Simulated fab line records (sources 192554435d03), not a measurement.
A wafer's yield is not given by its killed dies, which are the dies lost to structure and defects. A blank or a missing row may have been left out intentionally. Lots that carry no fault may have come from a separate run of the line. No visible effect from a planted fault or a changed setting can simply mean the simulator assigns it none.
Comparing a struck lot with a sound one -- flow n5Finfet -- 16 steps out of a route of 1938
Sound: wafers L245.1, L245.5, L245.6. Struck: wafer L241.4 (left out: L241.1, L241.5 of the same lot, which were not struck); the cause appears at the end.
Per side, at each step with rows, come the tool, then ch with its chambers, and then its first start. Under that, the readings that differ: sound wafers -- struck wafers -- difference of the means -- sigmas: that difference in standard deviations of wafers without a fault.
alike: readings with means less than 2 such deviations apart, plus words and numbers identical on both sides. not compared: withheld readings, readings lacking a value on some wafer, bounds such as >300 that could conceal the same value, and numbers that have no deviation in the record and whose values overlap.
Wherever a step has rows on one side only, a row that says differs or no value, or a row with sigmas, the two part there. When numbers do not overlap yet have no deviation, they are printed without sigmas and do not part them. A reading that every wafer of one side lacks parts them only if that side has two wafers or more.

first, 1 step without rows for these wafers: N5_MOL_CONTACT_COAG_STRIP_98 (strips in N2/H2).
N5_MOL_CONTACT_COAG_CD_MEAS_99: the cd target is 17.2 nm.
  sound on cdSem-03, day 8 15:49; struck on cdSem-02, day 7 12:32
  alike: cdNm
then, 3 steps without rows for these wafers: N5_MOL_CONTACT_COAG_IMPLANT_129; N5_MOL_CONTACT_COAG_PRECLEAN_111 (cleans in NF3:NH3, afs cycles 1, time 20 s, sublimation time 60 s); N5_MOL_CONTACT_COAG_TI_SIL_19 (material Ti, target thk 4.2 nm, time 15 s).
N5_MOL_CONTACT_COAG_ALD_20: deposits TiN, target thk 1.5 nm, pulse time 1 s, purge time 3 s.
  sound on aldMetal-01 ch 1,2,3, day 8 16:31; struck on aldMetal-03 ch 2, day 7 13:44
  alike: heaterPowerW, precursorPulseHeightRel
  not compared: sinceWetCleanH
N5_MOL_CONTACT_COAG_SIL_ANNEAL_21: time 60 s.
  sound on rtpAnneal-01 ch 0, day 8 16:59; struck on rtpAnneal-02 ch 0, day 7 14:07
reading,sound,struck,difference,sigmas
lampPowerPct (%),5.27 5.27 5.28,5.39,+0.12,+2
  alike: wafer_temp_C_max
N5_MOL_CONTACT_COAG_PRE_CLEAN_141: time 60 s.
  sound on pvdSputter-01, day 8 18:26; struck on pvdSputter-02, day 7 14:50
  alike: heaterPowerW
then, 2 steps without rows for these wafers: N5_MOL_CONTACT_COAG_SPUTTER_143 (material Co, target thk 2.5 nm); N5_MOL_CONTACT_COAG_CO_FILL_22 (material Co, precursor CCTBA/H2, target thk 20 nm).
N5_MOL_CONTACT_COAG_ANNEAL_113: time 300 s.
  sound on rtpAnneal-01 ch 0, day 8 19:14; struck on rtpAnneal-01 ch 0, day 7 15:38
  alike: annealTempCMax, lampPowerPct, wafer_temp_C_max
N5_MOL_CONTACT_COAG_PRE_CLEAN_142: time 60 s.
  sound on pvdSputter-02, day 8 21:31; struck on pvdSputter-03, day 7 17:51
  alike: heaterPowerW
N5_MOL_CONTACT_COAG_SPUTTER_130: material Co, target thk 47.5 nm.
  sound on pvdSputter-02, day 8 21:35; struck on pvdSputter-03, day 7 17:55
reading,sound,struck,difference,sigmas
model.Co_of_MOL_CONTACT_COAG_SPUTTER_130.thkNm (nm),48.4 47.8 48.6,27.4,-20.9,
  alike: cathodeDcPowerW, throttleValvePct
then, 1 step without rows for these wafers: N5_MOL_CONTACT_COAG_PRECLEAN_125 (cleans in DIW, time 57.5 s).
-- the record jumps here: 3 days lie between the struck wafers' starts before and after (it left off in module MOL_CONTACT_COAG and takes up again in module BEOL_M4, whose first step shown is number 1111 of the route) --
N5_BEOL_M4_RC_MEAS_101:
  sound on prober-02 ch 0, day 12 17:44; struck on prober-01 ch 0, day 11 00:50
  alike: DIBL_N, DIBL_P, IOFF_N, IOFF_P, ION_N, ION_P, SS_N, SS_P, VT_N, VT_P
next, for these wafers, 1 step has no rows: N5_PASSIVATION_PROBE_49.

== WHERE THEY PART ==
Only at N5_MOL_CONTACT_COAG_SIL_ANNEAL_21, as far as this record shows. Later steps at which nothing parts them and some readings are alike: N5_MOL_CONTACT_COAG_PRE_CLEAN_141, N5_MOL_CONTACT_COAG_ANNEAL_113, N5_MOL_CONTACT_COAG_PRE_CLEAN_142, N5_MOL_CONTACT_COAG_SPUTTER_130, N5_BEOL_M4_RC_MEAS_101.

WHY: whatever the simulator had introduced
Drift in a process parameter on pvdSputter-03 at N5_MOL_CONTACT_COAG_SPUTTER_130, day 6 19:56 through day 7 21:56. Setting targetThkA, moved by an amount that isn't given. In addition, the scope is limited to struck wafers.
